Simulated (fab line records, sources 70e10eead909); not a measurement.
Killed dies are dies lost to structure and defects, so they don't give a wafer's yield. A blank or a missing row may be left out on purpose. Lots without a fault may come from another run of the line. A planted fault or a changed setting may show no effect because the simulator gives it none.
A struck lot beside a sound one | flow nand_harc | 37 steps out of a route of 1159
Sound: wafers L854.1, L854.2, L854.6. Struck: wafers L869.3, L869.5, L869.6. The cause comes at the end.
At each step with rows: each side's tool, then ch and its chambers, then its first start. Under that, the readings that differ: sound wafers | struck wafers | difference of the means | sigmas: that difference in standard deviations of wafers without a fault.
alike: readings whose means differ by less than 2 such deviations, and words and numbers that are the same on both sides. not compared: withheld readings, readings that some wafer has no value for, bounds like >300 that may hide the same value, and numbers for which the record gives no deviation and whose values overlap.
The two part at a step that has a row with sigmas, a row that says differs or no value, or rows on one side only. Numbers that don't overlap but have no deviation are shown without sigmas and don't part them. A reading that every wafer of one side lacks parts them only if that side has two wafers or more.

first, 11 steps without rows for these wafers: NHARC_THIN_TSV_HARDBAKE_13 (time 80 s); NHARC_THIN_TSV_DESCUM_14 (chemistry O2, time 3 s); NHARC_THIN_TSV_ETCH_44 (etches the open film in CF4/O2, target depth 1594.2 nm, time 797.1 s); NHARC_THIN_TSV_ETCH_15 (target depth 3000 nm, bosch target overetch cycles 2, bosch etch step 2.8 s); NHARC_THIN_TSV_STRIP_45 (strips in O2); NHARC_THIN_TSV_STRIP_46 (strips in post etch residue remover, time 1200 s); NHARC_THIN_TSV_DEP_47 (deposits SiO2, target thk 200 nm); NHARC_THIN_TSV_ETCHBACK_48 (etches the open film in C4F8/Ar, target depth 1028.5 nm, time 405.17 s); NHARC_THIN_TSV_STRIP_62 (strips in N2/H2, time 20 s); NHARC_THIN_TSV_DEGAS_49 (time 120 s); NHARC_THIN_TSV_PRE_CLEAN_50 (time 30 s).
NHARC_THIN_TSV_PVD_19: deposits TaN, target thk 20 nm.
  sound on pvd_sputter-03, day 19 22:13; struck on pvd_sputter-03, day 23 11:25
  alike: throttle_valve_pct
then, 24 steps without rows for these wafers: NHARC_THIN_TSV_PVD_51 (deposits Cu, target thk 100 nm); NHARC_THIN_TSV_ECD_20 (material Cu, target thk 2000 nm); NHARC_THIN_TSV_ANNEAL_52 (time 90 s); NHARC_THIN_TSV_CMP_21 (polishes, t overpolish 30 s, target thk 2000 nm); NHARC_THIN_TSV_SRD_23; NHARC_THIN_TSV_DEGAS_53 (time 60 s); NHARC_THIN_TSV_PRE_CLEAN_54 (time 30 s); NHARC_THIN_TSV_PVD_55 (deposits TiN, target thk 50 nm); NHARC_THIN_TSV_PVD_24 (deposits Al, target thk 800 nm); NHARC_THIN_TSV_DEHYDRATE_25 (time 120 s); NHARC_THIN_TSV_HMDS_26 (time 30 s); NHARC_THIN_TSV_COAT_27; NHARC_THIN_TSV_SOFTBAKE_28 (time 95 s); NHARC_THIN_TSV_EBR_29; NHARC_THIN_TSV_EXPOSE_30 (exposes mask PAD); NHARC_THIN_TSV_PEB_31 (peb time 85 s); NHARC_THIN_TSV_DEVELOP_32 (time 70 s); NHARC_THIN_TSV_HARDBAKE_34 (time 80 s); NHARC_THIN_TSV_DESCUM_35 (chemistry O2, time 3 s); NHARC_THIN_TSV_ETCH_59 (etches the open film in Cl2/BCl3, target depth 880 nm, time 138.1 s); NHARC_THIN_TSV_ETCH_36 (etches the open film in Cl2/BCl3, target depth 65 nm, time 18.571 s); NHARC_THIN_TSV_STRIP_56 (strips in O2); NHARC_THIN_TSV_STRIP_57 (strips in post etch residue remover, time 1200 s); NHARC_THIN_TSV_ANNEAL_58 (time 1800 s).
NHARC_END_SORT_01:
  sound on prober-02 ch 0, day 20 15:26; struck on prober-02 ch 0, day 24 06:24
  reading                  | sound          | struck         | difference | sigmas
  defect_limited_yield (%) | 97.3 96.8 96.3 | 84.8 83.9 82.7 | -13.0      | -8
  killed_at_other          | 0 0 0          | 77 85 86       | +83        | +83
  killed_at_periphery      | 4 6 8          | 1 1 2          | -5         | -2
  killed_dies              | 18 22 25       | 103 109 117    | +88        | +8
  sort_bin_2_pct (%)       | 1.0 1.2 1.0    | 7.2 6.1 8.0    | +6.0       | +9
  sort_bin_3_pct (%)       | 0 0 0.15       | 3.10 3.55 2.51 | +3.00      | +13
  sort_bin_4_pct (%)       | 1.6 2.1 2.5    | 4.9 6.5 6.8    | +4.0       | +4
  sort_n_pass              | 659 655 652    | 574 568 560    | -88        | -8
  sort_yield_pct (%)       | 97.3 96.8 96.3 | 84.8 83.9 82.7 | -13.0      | -8
  alike: killed_at_array, killed_open, killed_short, sort_rim_yield_pct

WHERE THEY PART
Only at NHARC_END_SORT_01, within this record.

WHY: what the simulator had put in
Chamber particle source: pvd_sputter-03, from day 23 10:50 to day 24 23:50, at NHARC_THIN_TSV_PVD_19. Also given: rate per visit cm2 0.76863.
